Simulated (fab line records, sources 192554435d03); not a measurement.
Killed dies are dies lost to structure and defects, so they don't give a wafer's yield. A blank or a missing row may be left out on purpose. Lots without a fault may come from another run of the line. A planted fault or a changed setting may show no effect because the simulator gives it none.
fab line records | flow n5_finfet
record lots=9 wafers=27 last_day=18
route steps=1938 shown BEOL_M0_SAQP@656 BEOL_M4@1111 PASSIVATION@1936
lots that met no fault: from a run of the same line without faults
start_h: hours from the record's first day to the start of the lot's first wafer shown | wait_h: hours since the lot's step before | " the same as in the row above | L1.1+2: a row that stands for several wafers | - no value, or no start given | * or withheld: withheld | < > ~ a bound
route shown NAME@n: a module of which the file shows steps, and the number in the route of the first | usual: mean/standard deviation of fault-free wafers | same: alike in all rows | chamber/n: place in a boat | sites: the reading at each site | _std_site: their standard deviation | _edge_site: outer sites' mean less inner sites' | radius_mm: how far each site lies from the wafer's centre | mask NAME#n: copy n | behind: the tool/chamber that last shaped the wafer | hold: why the lot was held/for how many hours/how that ended | device: the transistor (n, p or np) that didn't switch | end of line: the same wafers' tests at the end of the route | a step without rows: its recipe alone | killed: dies lost to structure and defects at the first sort, not the wafer's yield | map: a wafer's dies, x killed, . not, _ none there
set.NAME: the setting as run; set.NAME@STEP: as run at that earlier step | model.NAME: the simulator's own value behind a step, which no gauge read
steps of the route over a sample of lots; a table a step, a row a wafer
services: from which hour (start_h, from the record's first day; less than 0 if before it) a tool's chamber was out of use, for how many hours, and why
## steps
# step N5_BEOL_M0_SAQP_HM_OPEN_112
# recipe chemistry=CHF3/O2 target=SiO2 stop_on=a-Si target_depth_a=120 over_etch_frac=1.25 mask_material=SOC time_s=13.5 pressure_mtorr=30 source_w=650 bias_w=170 Ar_flow_sccm=200 CHF3_flow_sccm=50 O2_flow_sccm=5 ion_energy_ev=200 ends=end_point
# usual drypump_motor_current_A=5.41/0.28 oes_product_au=0.50/0.061 rf_vpp_V=526/7.7 showerhead_plenum_p_Torr=2.44/0.059 throttle_valve_pct=18.85/0.25
# columns lot.wafer tool chamber start_h wait_h drypump_motor_current_A oes_product_au rf_hours_counter_h rf_vpp_V showerhead_plenum_p_Torr throttle_valve_pct
L848.1 rie_diel-06 3 142.00 0.0 5.35 0.48 153 539 2.41 18.96
L848.2 " 0 " " 5.07 0.48 137 533 2.52 18.73
L848.5 " 0 " " 5.09 0.49 - 531 2.52 18.75
L849.2 rie_diel-05 3 144.00 0.0 5.32 0.49 146 529 2.41 18.90
L849.3 " 0 " " 5.00 0.45 238 517 2.48 19.23
L849.6 " 0 " " 5.03 0.45 - 519 2.48 19.22
L851.1 rie_diel-03 3 149.48 0.0 5.16 0.45 235 542 2.47 19.10
L851.3 " 2 " " 5.24 0.45 221 521 2.38 18.95
L851.6 " 3 " " 5.16 0.46 - 543 2.47 19.11
L857.2 rie_diel-06 0 188.12 0.0 5.07 0.48 154 533 2.51 18.77
L857.3 " 2 " " 5.89 0.48 195 523 2.39 19.15
L857.5 " 3 " " 5.32 0.48 - 539 2.40 19.00
L859.1 rie_diel-06 3 195.94 0.0 5.31 0.47 173 539 2.40 19.02
L859.2 " 2 " " 5.89 0.48 197 525 2.39 19.14
L859.3 " 0 " " 5.08 0.47 156 532 2.51 18.78
L860.2 rie_diel-03 3 202.60 0.0 5.14 0.44 248 544 2.46 19.14
L860.3 " 0 " " 5.93 0.47 198 525 2.38 18.58
L860.4 " 1 " " 5.28 0.53 64 524 2.56 18.83
L862.1 rie_diel-05 0 214.80 0.0 5.02 0.66 1 518 2.47 18.82
L862.2 " 2 " " 5.69 0.61 16 514 2.48 18.60
L862.3 " 3 " " 5.31 0.47 171 530 2.40 18.93
L863.1 rie_diel-03 2 222.66 0.0 5.25 0.45 243 519 2.37 18.99
L863.3 " 0 " " 5.93 0.45 205 524 2.38 18.59
L863.5 " 1 " " 5.27 0.53 - 524 2.55 18.86
L867.3 rie_diel-06 3 247.36 0.0 5.32 0.46 187 540 2.40 19.02
L867.5 " 2 " " 5.88 0.48 - 523 2.38 19.16
L867.6 " 3 " " 5.33 0.47 - 539 2.40 19.03
# step N5_BEOL_M0_SAQP_ETCH_107
# recipe chemistry=CH3F/O2 target=SiNx target_depth_a=300 mask_material=SOC pressure_mtorr=30 source_w=395 bias_w=73 Ar_flow_sccm=150 CH3F_flow_sccm=30 O2_flow_sccm=20 ion_energy_ev=120
# usual bias_w=72.99/0.22 drypump_motor_current_A=5.41/0.28 oes_product_au=0.76/0.09 rf_vpp_V=300/4.5 showerhead_plenum_p_Torr=2.03/0.054 throttle_valve_pct=16.39/0.22
# columns lot.wafer tool chamber start_h wait_h bias_w drypump_motor_current_A oes_product_au rf_hours_counter_h rf_vpp_V showerhead_plenum_p_Torr throttle_valve_pct
L848.1 rie_diel-06 0 144.24 0.0 73.10 5.10 0.75 138 302 2.09 16.28
L848.2 " 1 " " 72.90 5.44 0.68 240 297 2.06 16.62
L848.5 " 1 " " 72.88 5.45 0.68 - 297 2.06 16.65
L849.2 rie_diel-03 3 146.40 0.0 73.10 5.15 0.69 233 307 2.05 16.64
L849.3 " 0 " " 73.27 5.92 0.72 181 296 1.99 16.13
L849.6 " 2 " " 73.11 5.21 0.69 - 294 1.98 16.52
L851.1 rie_diel-05 0 152.10 0.0 73.03 5.00 0.68 241 295 2.05 16.73
L851.3 " 2 " " 73.42 5.65 0.70 250 294 2.06 16.49
L851.6 " 3 " " 72.74 5.32 0.75 - 300 2.00 16.39
L857.2 rie_diel-05 1 190.26 0.0 58.90 5.44 0.88 26 250 1.95 15.87
L857.3 " 2 " " 59.33 5.69 0.92 7 247 2.06 16.06
L857.5 " 3 " " 59.00 5.31 0.71 - 253 1.99 16.40
L859.1 rie_diel-05 3 198.19 0.0 58.88 5.31 0.71 165 252 1.99 16.41
L859.2 " 1 " " 58.71 5.45 0.88 29 249 1.95 15.90
L859.3 " 2 " " 58.67 5.68 0.92 9 247 2.06 16.08
L860.2 rie_diel-03 1 204.98 0.0 73.23 5.29 0.81 65 298 2.13 16.37
L860.3 " 0 " " 72.99 5.94 0.71 198 299 1.98 16.17
L860.4 " 2 " " 73.05 5.26 0.69 237 294 1.97 16.56
L862.1 rie_diel-06 0 217.77 0.0 73.02 5.09 0.72 162 302 2.08 16.33
L862.2 " 1 " " 73.19 5.41 0.94 6 295 2.06 16.16
L862.3 " 3 " " 73.36 5.34 0.71 180 306 1.99 16.54
L863.1 rie_diel-03 1 225.06 0.0 72.71 5.29 0.81 72 297 2.13 16.37
L863.3 " 2 " " 72.81 5.27 0.67 243 296 1.97 16.55
L863.5 " 1 " " 72.74 5.28 0.80 - 297 2.13 16.38
L867.3 rie_diel-06 2 249.61 0.0 73.45 5.90 0.73 208 296 1.98 16.69
L867.5 " 2 " " 73.34 5.91 0.73 - 296 1.98 16.68
L867.6 " 3 " " 72.80 5.34 0.70 - 305 1.99 16.58
# step N5_BEOL_M0_SAQP_SPACER2_ALD_26
# recipe material=SiO2 target_thk_a=150 temp_c=300 ald_precursor_family=BDEAS ald_co_reactant=O2-plasma pulse_time_s=1 purge_time_s=2 co_reactant_purge_time_s=2 pressure_torr=2
# usual heater_power_w=475/36 precursor_pulse_height_rel=0.998/0.019
# same co_reactant_purge_time_s=2
# columns lot.wafer tool chamber start_h wait_h heater_power_w precursor_pulse_height_rel
L848.1 ald_sin-01 2 144.49 0.1 471 0.974
L848.2 " 3 " " 442 1.021
L848.5 " 1 " " 482 0.985
L849.2 ald_sin-04 3 146.64 0.1 479 0.999
L849.3 " 0 " " 565 1.004
L849.6 " 1 " " 434 1.014
L851.1 ald_sin-01 1 152.35 0.1 476 0.990
L851.3 " 3 " " 445 1.015
L851.6 " 1 " " 473 1.007
L857.2 ald_sin-04 2 190.51 0.1 478 1.016
L857.3 " 0 " " 571 0.996
L857.5 " 2 " " 474 0.986
L859.1 ald_sin-03 3 198.55 0.1 458 0.988
L859.2 " 0 " " 421 0.975
L859.3 " 1 " " 495 0.977
L860.2 ald_sin-03 0 205.22 0.1 434 0.974
L860.3 " 3 " " 476 1.010
L860.4 " 3 " " 471 1.002
L862.1 ald_sin-01 2 218.01 0.1 462 1.016
L862.2 " 3 " " 455 0.976
L862.3 " 0 " " 505 1.000
L863.1 ald_sin-03 1 226.30 1.1 491 1.010
L863.3 " 2 " " 439 0.989
L863.5 " 1 " " 509 1.015
L867.3 ald_sin-04 0 249.85 0.1 568 1.010
L867.5 " 2 " " 482 0.985
L867.6 " 1 " " 443 0.974
# step N5_BEOL_M0_SAQP_SPACER2_ETCHBACK_27
# recipe chemistry=CHF3/O2 mode=anisotropic_etchback target=SiO2 target_depth_a=225 time_s=11.25 pressure_mtorr=30 source_w=650 bias_w=170 Ar_flow_sccm=200 CHF3_flow_sccm=50 O2_flow_sccm=5 ion_energy_ev=200
# usual drypump_motor_current_A=5.40/0.29 oes_product_au=0.77/0.093 rf_vpp_V=527/8.1 showerhead_plenum_p_Torr=2.44/0.065 throttle_valve_pct=18.90/0.23
# columns lot.wafer tool chamber start_h wait_h drypump_motor_current_A oes_product_au rf_hours_counter_h rf_vpp_V showerhead_plenum_p_Torr throttle_valve_pct
L848.1 rie_diel-03 3 145.04 0.3 5.17 0.68 233 544 2.47 19.18
L848.2 " 1 " " 5.29 0.83 47 523 2.56 18.88
L848.5 " 1 " " 5.28 0.83 - 525 2.56 18.87
L849.2 rie_diel-03 0 147.19 0.3 5.93 0.72 181 524 2.39 18.59
L849.3 " 1 " " 5.30 0.84 48 524 2.56 18.87
L849.6 " 2 " " 5.21 0.68 - 519 2.38 19.01
L851.1 rie_diel-06 1 152.90 0.3 5.47 0.68 244 524 2.48 19.18
L851.3 " 0 " " 5.07 0.75 141 532 2.52 18.82
L851.6 " 3 " " 5.30 0.73 - 541 2.41 19.04
L857.2 rie_diel-06 2 191.06 0.3 5.89 0.73 196 523 2.39 19.21
L857.3 " 0 " " 5.09 0.74 155 533 2.51 18.84
L857.5 " 0 " " 5.06 0.74 - 534 2.51 18.85
L859.1 rie_diel-05 3 199.16 0.3 5.32 0.73 165 529 2.41 19.01
L859.2 " 1 " " 5.46 0.91 30 524 2.35 18.45
L859.3 " 2 " " 5.71 0.95 10 515 2.48 18.64
L860.2 rie_diel-05 1 205.77 0.3 5.47 0.91 33 526 2.35 18.47
L860.3 " 3 " " 5.33 0.73 168 528 2.40 19.00
L860.4 " 1 " " 5.45 0.90 - 526 2.35 18.45
L862.1 rie_diel-03 2 218.56 0.3 5.25 0.67 241 519 2.37 19.04
L862.2 " 1 " " 5.30 0.81 70 524 2.55 18.91
L862.3 " 0 " " 5.94 0.70 203 524 2.38 18.64
L863.1 rie_diel-03 0 226.85 0.3 5.91 0.71 206 524 2.38 18.64
L863.3 " 1 " " 5.27 0.80 72 523 2.55 18.91
L863.5 " 2 " " 5.25 0.68 - 519 2.37 19.04
L867.3 rie_diel-03 0 250.40 0.3 5.93 0.69 214 527 2.38 18.67
L867.5 " 1 " " 5.30 0.80 - 525 2.55 18.93
L867.6 " 3 " " 5.15 0.97 - 544 2.46 18.78
# step N5_BEOL_M4_RC_MEAS_101
# usual DIBL_N=36.4/1.7 DIBL_P=36.4/2.1 IOFF_N=0.16/0.035 IOFF_P=0.21/0.035 ION_N=680/11 ION_P=465/6.8 SS_N=71.5/0.58 SS_P=73.2/0.72 VT_N=249/3.6 VT_P=-250/3.1
# columns lot.wafer tool chamber start_h wait_h DIBL_N[mV/V] DIBL_P[mV/V] IOFF_N[nA/um] IOFF_P[nA/um] ION_N[uA/um] ION_P[uA/um] SS_N[mV/dec] SS_P[mV/dec] VT_N[mV] VT_P[mV]
L849.2 prober-02 0 209.50 0.2 37.9 39.1 0.19 0.23 686 461 72.5 74.7 247 -251
L849.3 " 0 " " 35.0 34.9 0.13 0.17 666 458 70.4 73.3 255 -254
L849.6 " 0 " " 37.2 37.8 0.16 0.21 669 459 71.7 73.2 251 -252
L848.1 prober-02 0 213.96 0.0 35.7 37.8 0.17 0.19 678 457 71.7 73.8 250 -254
L848.2 " 0 " " 34.6 35.9 0.14 0.17 662 451 71.5 73.2 252 -256
L848.5 " 0 " " 36.0 37.8 0.18 0.20 680 459 71.9 74.4 247 -251
L851.1 prober-02 0 216.23 0.0 36.7 38.2 0.19 0.24 682 472 72.0 74.0 244 -249
L851.3 " 0 " " 32.4 33.1 0.12 0.16 671 461 71.7 72.1 254 -253
L851.6 " 0 " " 36.7 37.7 0.19 0.23 682 465 71.5 73.9 246 -250
L857.2 prober-02 0 252.17 0.2 38.0 36.6 0.19 0.25 695 473 72.4 73.9 243 -244
L857.3 " 0 " " 34.5 33.9 0.13 0.21 676 473 70.4 72.5 250 -250
L857.5 " 0 " " 38.1 37.7 0.20 0.28 695 474 72.4 74.1 244 -244
L859.1 prober-02 0 260.74 0.0 34.3 33.7 0.13 0.17 657 460 71.6 72.2 254 -251
L859.2 " 0 " " 32.1 33.2 0.11 0.17 669 466 70.7 72.4 252 -253
L859.3 " 0 " " 35.0 36.9 0.15 0.20 663 458 71.1 73.0 249 -249
L860.2 prober-01 0 268.61 0.2 34.6 35.4 0.13 0.18 671 468 69.9 72.8 252 -253
L860.3 " 0 " " 35.9 36.7 0.16 0.20 684 471 71.1 73.8 251 -252
L860.4 " 0 " " 36.6 36.7 0.17 0.19 684 466 71.0 73.2 253 -252
L862.1 prober-02 0 278.91 0.0 34.0 33.9 0.12 0.15 664 457 71.4 72.0 256 -253
L862.2 " 0 " " 37.2 36.5 0.16 0.19 674 458 71.8 72.7 250 -252
L862.3 " 0 " " 35.8 35.5 0.14 0.18 676 464 70.8 72.2 252 -255
L863.1 prober-01 0 296.75 0.0 36.3 34.1 0.15 0.21 680 469 71.4 73.1 249 -249
L863.3 " 0 " " 38.7 36.9 0.20 0.25 689 472 72.1 73.9 247 -248
L863.5 " 0 " " 38.8 36.5 0.21 0.24 686 465 71.3 73.6 247 -248
L867.3 prober-01 0 309.77 0.3 36.0 36.2 0.16 0.23 678 470 71.7 72.8 248 -249
L867.5 " 0 " " 34.6 33.8 0.12 0.19 665 464 71.1 72.1 252 -251
L867.6 " 0 " " 38.6 39.1 0.21 0.28 692 469 72.3 74.4 247 -247
# step N5_PASSIVATION_PROBE_49
# usual defect_limited_yield=91.3/1.4 killed_at_M0_to_M3=36/11 killed_at_M4_up=13/5.2 killed_at_contacts=13/6.5 killed_at_front_end=37/11 killed_at_other=3.6/2.9 killed_dies=103/17 killed_open=68/12 killed_short=33/7.3 sort_bin_5_function=5.2/0.91 sort_bin_6_memory=3.2/0.67 sort_bin_8_speed=0.00/0.0099 sort_n_pass=1077/17 sort_yield_pct=91.3/1.4
# same gross_dies=1180 killed_at_back_side=0 sort_bin_4_leakage[%]=0
# columns lot.wafer tool chamber start_h wait_h defect_limited_yield[%] killed_at_M0_to_M3 killed_at_M4_up killed_at_contacts killed_at_front_end killed_at_other killed_dies killed_open killed_short sort_bin_5_function[%] sort_bin_6_memory[%] sort_bin_8_speed[%] sort_n_pass sort_yield_pct[%]
L848.1 prober-01 - 319.80 0.0 93.2 33 8 6 32 1 80 55 25 3.9 2.4 0 1100 93.2
L848.2 prober-01 - 319.85 0.1 93.7 33 13 11 17 0 74 49 25 4.0 2.2 0 1106 93.7
L848.5 prober-01 - 320.00 0.2 92.7 27 16 4 38 1 86 56 30 3.6 3.1 0 1094 92.7
L849.2 prober-01 - 320.36 0.1 92.2 37 14 2 38 1 92 62 30 4.7 2.7 0 1088 92.2
L849.3 prober-01 - 320.41 0.1 91.2 42 16 7 34 5 104 74 29 5.3 3.3 0 1076 91.2
L849.6 prober-01 - 320.56 0.3 91.2 44 10 17 25 8 104 78 26 5.0 3.6 0 1076 91.2
L851.1 prober-01 - 323.32 0.0 93.7 27 11 10 20 6 74 50 24 3.6 2.5 0 1106 93.7
L851.3 prober-01 - 323.42 0.1 90.1 33 17 14 50 3 117 83 33 6.1 3.6 0 1063 90.1
L851.6 prober-01 - 323.57 0.3 92.1 20 11 16 46 0 93 55 37 5.0 2.5 0 1087 92.1
L859.1 prober-02 - 367.12 0.0 90.9 34 12 14 42 5 107 69 38 5.3 3.6 0 1073 90.9
L859.2 prober-02 - 367.17 0.1 89.9 47 11 13 46 2 119 85 33 5.6 4.1 0 1061 89.9
L859.3 prober-02 - 367.22 0.1 91.0 35 11 8 40 12 106 70 34 5.3 3.1 0 1074 91.0
L857.2 prober-01 - 368.00 0.1 91.9 34 11 6 42 2 95 59 34 5.4 2.3 0 1085 91.9
L857.3 prober-01 - 368.05 0.1 89.9 55 15 9 36 4 119 76 35 5.8 4.1 0 1061 89.9
L857.5 prober-01 - 368.15 0.2 92.3 25 17 4 41 4 91 48 41 4.7 2.7 0 1089 92.3
L860.2 prober-01 - 379.86 0.1 89.7 45 19 17 37 3 121 89 29 5.4 4.6 0 1059 89.7
L860.3 prober-01 - 379.91 0.1 92.3 38 5 5 38 5 91 55 36 5.2 1.9 0 1089 92.3
L860.4 prober-01 - 379.96 0.2 90.7 45 13 15 31 6 110 79 31 5.3 3.6 0 1070 90.7
L862.1 prober-01 - 383.78 0.0 93.1 23 7 19 32 1 82 58 24 3.9 2.9 0 1098 93.1
L862.2 prober-01 - 383.83 0.1 89.9 38 7 33 37 4 119 81 32 6.2 3.1 0 1061 89.9
L862.3 prober-01 - 383.88 0.1 92.8 20 13 17 35 0 85 60 25 4.4 2.5 0 1095 92.8
L863.1 prober-02 - 404.31 0.0 92.0 35 14 17 27 1 94 59 32 4.7 3.0 0 1086 92.0
L863.3 prober-02 - 404.41 0.1 92.2 32 15 13 31 1 92 62 28 4.6 2.6 0 1088 92.2
L863.5 prober-02 - 404.51 0.2 91.4 48 11 13 29 1 102 67 32 5.5 3.1 0 1078 91.4
L867.3 prober-01 - 427.39 0.1 90.3 23 16 34 41 0 114 72 40 5.2 4.3 0 1066 90.3
L867.5 prober-01 - 427.49 0.2 88.4 21 7 28 75 6 137 89 44 6.2 4.7 0.08 1043 88.4
L867.6 prober-01 - 427.54 0.3 90.5 25 9 16 61 1 112 74 38 4.8 4.1 0 1068 90.5
# killed by level:class
L848.1 FIN_SAQP:geometric_particle:open=8 BEOL_M0_SAQP:geometric_particle:short=8 MOL_CONTACT_COAG:geometric_particle:open=6 BEOL_M1:geometric_particle:open=6 BEOL_M2:geometric_particle:open=6 BEOL_M3:geometric_particle:open=6 DUMMY_GATE:geometric_particle:open=5 BEOL_M0_SAQP:geometric_particle:open=5
L848.2 BEOL_M0_SAQP:geometric_particle:open=9 MOL_CONTACT_COAG:geometric_particle:open=8 BEOL_M2:geometric_particle:open=8 BEOL_M0_SAQP:geometric_particle:short=6 BEOL_M1:geometric_particle:open=6 GATE_CUT:geometric_particle:short=4 BEOL_M4:geometric_particle:open=4 FIN_SAQP:geometric_particle:short=3
L848.5 STI_FIN_REVEAL:geometric_particle:open=8 BEOL_M4:geometric_particle:open=8 FIN_SAQP:geometric_particle:open=7 FIN_SAQP:geometric_particle:short=6 BEOL_M0_SAQP:geometric_particle:short=6 BEOL_M1:geometric_particle:open=6 BEOL_M2:geometric_particle:open=5 BEOL_M3:geometric_particle:open=5
L849.2 FIN_SAQP:geometric_particle:short=10 BEOL_M0_SAQP:geometric_particle:open=9 BEOL_M2:geometric_particle:open=8 BEOL_M3:geometric_particle:open=8 FIN_SAQP:geometric_particle:open=6 STI_FIN_REVEAL:geometric_particle:open=6 BEOL_M5:geometric_particle:open=5 DUMMY_GATE:geometric_particle:open=4
L849.3 BEOL_M0_SAQP:geometric_particle:open=15 FIN_SAQP:geometric_particle:open=8 BEOL_M3:geometric_particle:open=8 MOL_CONTACT_COAG:geometric_particle:open=7 BEOL_M1:geometric_particle:open=7 FIN_SAQP:geometric_particle:short=6 BEOL_M0_SAQP:geometric_particle:short=6 STI_FIN_REVEAL:geometric_particle:open=5
L849.6 BEOL_M2:geometric_particle:open=16 MOL_CONTACT_COAG:geometric_particle:open=15 BEOL_M3:geometric_particle:open=9 STI_FIN_REVEAL:geometric_particle:open=8 BEOL_M4:geometric_particle:open=6 BEOL_M0_SAQP:geometric_particle:short=5 FIN_SAQP:geometric_particle:short=4 PASS1_CAP:geometric_particle:open=4
L851.1 FIN_SAQP:geometric_particle:open=8 BEOL_M0_SAQP:geometric_particle:short=8 MOL_CONTACT_COAG:geometric_particle:open=6 BEOL_M3:geometric_particle:open=6 BEOL_M0_SAQP:geometric_particle:open=5 MOL_CONTACT_COAG:geometric_particle:short=4 BEOL_M2:geometric_particle:open=4 FIN_SAQP:geometric_particle:short=3
L851.3 FIN_SAQP:geometric_particle:open=23 MOL_CONTACT_COAG:geometric_particle:open=13 BEOL_M3:geometric_particle:open=11 BEOL_M2:geometric_particle:open=8 BEOL_M0_SAQP:geometric_particle:short=7 DUMMY_GATE:geometric_particle:open=5 FIN_SAQP:geometric_particle:short=5 BEOL_M4:geometric_particle:short=5
L851.6 FIN_SAQP:geometric_particle:open=18 MOL_CONTACT_COAG:geometric_particle:open=13 FIN_SAQP:geometric_particle:short=9 BEOL_M0_SAQP:geometric_particle:short=6 BEOL_M4:geometric_particle:open=4 STARTING-WAFER:geometric_particle:short=4 FIN_CUT:geometric_particle:short=3 BEOL_M3:geometric_particle:open=3
L859.1 BEOL_M1:geometric_particle:open=11 STI_FIN_REVEAL:geometric_particle:open=9 MOL_CONTACT_COAG:geometric_particle:open=9 ILD0:geometric_particle:open=6 FIN_SAQP:geometric_particle:open=5 MOL_CONTACT_COAG:geometric_particle:short=5 BEOL_M0_SAQP:geometric_particle:open=5 GATE_CUT:geometric_particle:short=4
L859.2 BEOL_M1:geometric_particle:open=17 MOL_CONTACT_COAG:geometric_particle:open=12 FIN_SAQP:geometric_particle:open=10 BEOL_M0_SAQP:geometric_particle:short=10 FIN_SAQP:geometric_particle:short=9 STI_FIN_REVEAL:geometric_particle:open=6 BEOL_M0_SAQP:geometric_particle:open=6 GATE_CUT:geometric_particle:open=5
L859.3 FIN_SAQP:geometric_particle:open=8 GATE_CUT:geometric_particle:open=7 BEOL_M2:geometric_particle:open=7 STI_FIN_REVEAL:geometric_particle:open=6 MOL_CONTACT_COAG:geometric_particle:open=5 BEOL_M0_SAQP:geometric_particle:open=5 BEOL_M3:geometric_particle:open=5 FIN_SAQP:geometric_particle:short=4
L857.2 FIN_SAQP:geometric_particle:open=9 FIN_SAQP:geometric_particle:short=9 BEOL_M1:geometric_particle:open=8 STI_FIN_REVEAL:geometric_particle:open=7 BEOL_M3:geometric_particle:open=6 MOL_CONTACT_COAG:geometric_particle:open=5 BEOL_M0_SAQP:geometric_particle:short=5 BEOL_M0_SAQP:geometric_particle:open=4
L857.3 BEOL_M1:geometric_particle:open=18 FIN_SAQP:geometric_particle:open=12 MOL_CONTACT_COAG:geometric_particle:open=8 BEOL_M1:geometric_particle:short=8 STI_FIN_REVEAL:geometric_particle:open=7 BEOL_M3:geometric_particle:open=7 BEOL_M0_SAQP:geometric_particle:short=5 FIN_SAQP:geometric_particle:short=4
L857.5 FIN_SAQP:geometric_particle:short=11 FIN_SAQP:geometric_particle:open=9 BEOL_M0_SAQP:geometric_particle:open=7 BEOL_M1:geometric_particle:open=6 BEOL_M0_SAQP:geometric_particle:short=5 STARTING-WAFER:geometric_particle:short=5 STI_FIN_REVEAL:geometric_particle:open=3 GATE_CUT:geometric_particle:short=3
L860.2 MOL_CONTACT_COAG:geometric_particle:open=14 BEOL_M3:geometric_particle:open=12 DUMMY_GATE:geometric_particle:open=9 BEOL_M0:geometric_particle:open=9 BEOL_M4:geometric_particle:open=9 FIN_SAQP:geometric_particle:short=8 BEOL_M0_SAQP:geometric_particle:open=6 BEOL_M2:geometric_particle:open=6
L860.3 FIN_SAQP:geometric_particle:open=8 FIN_SAQP:geometric_particle:short=7 BEOL_M3:geometric_particle:open=7 STI_FIN_REVEAL:geometric_particle:open=6 BEOL_M0_SAQP:geometric_particle:short=5 BEOL_M1:geometric_particle:open=5 MOL_CONTACT_COAG:geometric_particle:open=4 BEOL_M0_SAQP:geometric_particle:open=4
L860.4 MOL_CONTACT_COAG:geometric_particle:open=14 BEOL_M2:geometric_particle:open=14 BEOL_M0_SAQP:geometric_particle:open=8 FIN_SAQP:geometric_particle:short=6 BEOL_M0:geometric_particle:open=5 BEOL_M1:geometric_particle:open=5 STARTING-WAFER:geometric_particle:open=5 FIN_SAQP:geometric_particle:open=4
L862.1 MOL_CONTACT_COAG:geometric_particle:open=17 STI_FIN_REVEAL:geometric_particle:open=8 BEOL_M0_SAQP:geometric_particle:open=6 DUMMY_GATE:geometric_particle:open=5 BEOL_M0_SAQP:geometric_particle:short=4 BEOL_M1:geometric_particle:open=4 FIN_SAQP:geometric_particle:short=3 FIN_SAQP:geometric_particle:open=3
L862.2 MOL_CONTACT_COAG:geometric_particle:open=26 BEOL_M1:geometric_particle:open=11 BEOL_M0_SAQP:geometric_particle:open=9 MOL_CONTACT_COAG:geometric_particle:short=7 BEOL_M0_SAQP:geometric_particle:short=7 STI_FIN_REVEAL:geometric_particle:open=6 HKMG_FIN:area_etch=6 DUMMY_GATE:geometric_particle:open=5
L862.3 MOL_CONTACT_COAG:geometric_particle:open=14 BEOL_M0_SAQP:geometric_particle:short=7 FIN_SAQP:geometric_particle:open=6 STI_FIN_REVEAL:geometric_particle:open=6 BEOL_M8:geometric_particle:open=5 DUMMY_GATE:geometric_particle:open=4 BEOL_M0_SAQP:geometric_particle:open=4 BEOL_M5:geometric_particle:open=4
L863.1 MOL_CONTACT_COAG:geometric_particle:open=15 FIN_SAQP:geometric_particle:short=7 BEOL_M0_SAQP:geometric_particle:open=7 FIN_SAQP:geometric_particle:open=6 BEOL_M0_SAQP:geometric_particle:short=6 BEOL_M1:geometric_particle:open=6 BEOL_M4:geometric_particle:open=6 BEOL_M3:geometric_particle:open=5
L863.3 BEOL_M1:geometric_particle:open=11 FIN_SAQP:geometric_particle:open=10 MOL_CONTACT_COAG:geometric_particle:open=8 BEOL_M2:geometric_particle:open=6 STI_FIN_REVEAL:geometric_particle:open=5 GATE_CUT:geometric_particle:short=5 MOL_CONTACT_COAG:geometric_particle:short=5 BEOL_M0_SAQP:geometric_particle:open=5
L863.5 BEOL_M2:geometric_particle:open=12 FIN_SAQP:geometric_particle:open=11 MOL_CONTACT_COAG:geometric_particle:open=10 BEOL_M0_SAQP:geometric_particle:short=10 BEOL_M1:geometric_particle:open=7 BEOL_M3:geometric_particle:open=7 BEOL_M0_SAQP:geometric_particle:open=6 FIN_SAQP:geometric_particle:short=4
L867.3 MOL_CONTACT_COAG:geometric_particle:open=27 FIN_SAQP:geometric_particle:open=12 FIN_SAQP:geometric_particle:short=8 MOL_CONTACT_COAG:geometric_particle:short=7 BEOL_M0_SAQP:geometric_particle:open=6 BEOL_M3:geometric_particle:short=4 STI_FIN_REVEAL:geometric_particle:short=3 ILD0:geometric_particle:short=3
L867.5 MOL_CONTACT_COAG:geometric_particle:open=25 FIN_SAQP:geometric_particle:short=14 GATE_CUT:geometric_particle:open=12 FIN_SAQP:geometric_particle:open=10 STI_FIN_REVEAL:geometric_particle:open=6 DUMMY_GATE:geometric_particle:open=6 GATE_CUT:geometric_particle:short=6 BEOL_M0_SAQP:geometric_particle:short=5
L867.6 FIN_SAQP:geometric_particle:open=17 FIN_SAQP:geometric_particle:short=13 MOL_CONTACT_COAG:geometric_particle:open=13 STI_FIN_REVEAL:geometric_particle:open=10 BEOL_M0_SAQP:geometric_particle:open=7 BEOL_M0_SAQP:geometric_particle:short=6 GATE_CUT:geometric_particle:open=6 BEOL_M1:geometric_particle:open=4
## services
# columns tool chamber start_h hours kind
rie_diel-06 2 118.80 26.8 repair
ald_sin-01 1 126.81 11.3 repair
ald_sin-01 2 138.37 4.5 repair
rie_diel-06 0 169.70 4.3 repair
rie_diel-06 1 173.98 - clean
rie_diel-06 1 173.98 - consumable_replace:focus_ring
rie_diel-06 1 173.98 20.7 scheduled_down
rie_diel-06 1 173.98 20.7 vent_cycle
ald_sin-03 - 177.71 14.0 pm
rie_diel-05 - 184.13 1.2 repair
rie_diel-03 3 207.89 9.7 repair
rie_diel-03 3 218.18 - clean
rie_diel-03 3 218.18 - consumable_replace:focus_ring
rie_diel-03 3 218.18 18.2 scheduled_down
rie_diel-03 3 218.18 18.2 vent_cycle
rie_diel-03 - 223.67 1.2 repair
rie_diel-06 3 226.39 4.2 repair
rie_diel-06 2 227.03 16.7 repair
ald_sin-03 - 241.59 6.1 pm
ald_sin-01 3 241.60 2.5 repair
rie_diel-03 2 249.30 - clean
rie_diel-03 2 249.30 - consumable_replace:focus_ring
rie_diel-03 2 249.30 16.8 scheduled_down
rie_diel-03 2 249.30 16.8 vent_cycle
## key
first_sign step=N5_BEOL_M0_SAQP_ETCH_107 reading=bias_w direction=down sigmas=65 usual=* struck=*
effect step=N5_BEOL_M0_SAQP_ETCH_107 reading=rf_vpp_V direction=down sigmas=11 usual=300 struck=250
met_at N5_BEOL_M0_SAQP_ETCH_107
struck_lots L857,L859
not_acting_at N5_BEOL_M0_SAQP_HM_OPEN_112,N5_BEOL_M0_SAQP_SPACER2_ALD_26,N5_BEOL_M0_SAQP_SPACER2_ETCHBACK_27
onset_between 152.10 190.26
fault kind=process_parameter_drift tool=rie_diel-05 chamber=- onset_h=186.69 steps=N5_BEOL_M0_SAQP_ETCH_107 channel=bias_w offset=* shape=step end_h=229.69 acts_in=* stated=*
